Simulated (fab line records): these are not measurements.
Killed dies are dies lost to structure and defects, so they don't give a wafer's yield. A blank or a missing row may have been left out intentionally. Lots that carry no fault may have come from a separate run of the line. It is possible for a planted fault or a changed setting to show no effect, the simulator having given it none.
Which tool is to blame? ; flow nand_harc ; 12 lots (36 wafers sampled), 1 step of a 1159-step route

WHAT THE GAUGES SHOWED, per wafer
NHARC_A_SLIT_OVL_MEAS_10. Usual: overlay_x_nm -0.1 nm, standard deviation 0.74; overlay_y_nm 0.0 nm, standard deviation 0.69.
lot;measured;on;overlay_x_nm (nm);overlay_y_nm (nm);flag
L117;day 13 19:16;overlay-02;1.1 0.8 0.8;0.2 0.4 0.6;
L118;day 15 00:10;overlay-02;-0.7 -1.0 -0.8;1.0 0.8 0.5;
L119;day 15 00:19;overlay-01;-0.1 -0.6 -0.3;-0.1 0.2 -0.4;
L120;day 15 02:06;overlay-02;-1.1 -1.3 -1.1;0.3 0.1 0.4;
L126;day 16 13:10;overlay-02;-1.3 -1.8 -1.4;0.2 0.4 -0.4;
L127;day 16 14:53;overlay-02;-0.2 -0.4 -1.1;-0.1 -0.1 -0.5;
L125;day 16 15:09;overlay-02;-0.4 -0.2 -0.6;0.3 0.8 0.5;
L128;day 17 02:11;overlay-02;-0.8 -0.6 -1.7;-1.4 -1.5 -1.4;
L135;day 18 13:00;overlay-01;-0.1 0.0 0.2;0.2 0.1 0.9;
L137;day 21 02:10;overlay-02;0.5 1.1 0.8;0.7 0.6 0.6;
L140;day 21 03:28;overlay-02;0.3 0.1 0.4;-0.3 -0.6 0.2;
L139;day 21 04:01;overlay-02;-0.2 -0.3 0.0;0.3 0.1 0.0;

WHAT TOOL EACH LOT RAN ON (gives the tool, then ch and the chambers of the sampled wafers, and finally the start)
There is no process step in the record ahead of these readings.

WHAT THE TOOLS THEMSELVES READ (means of the sampled wafers that have a number; where no wafer has one, the mark that the record gives instead)
The record holds no such reading with a usual standard deviation.

THE ANSWER, worked out from the rows above alone
Rule: a lot counts as off when the mean over its wafers that have a number is more than 3 standard deviations away from the usual mean. Also off: a lot with no number at a reading for which 4 or more lots have one. The other lots that the step has rows for count as sound. After the gauges, taken in route order, come the tools' own readings; for these a lot's mean is taken, as printed above. At the first step where some lot is off, the reading lying furthest off is the one used; lots without a number count as furthest.
No lot is off on any of the readings shown, so nothing can be concluded from this.

WHAT HAD BEEN PUT IN BY THE SIMULATOR
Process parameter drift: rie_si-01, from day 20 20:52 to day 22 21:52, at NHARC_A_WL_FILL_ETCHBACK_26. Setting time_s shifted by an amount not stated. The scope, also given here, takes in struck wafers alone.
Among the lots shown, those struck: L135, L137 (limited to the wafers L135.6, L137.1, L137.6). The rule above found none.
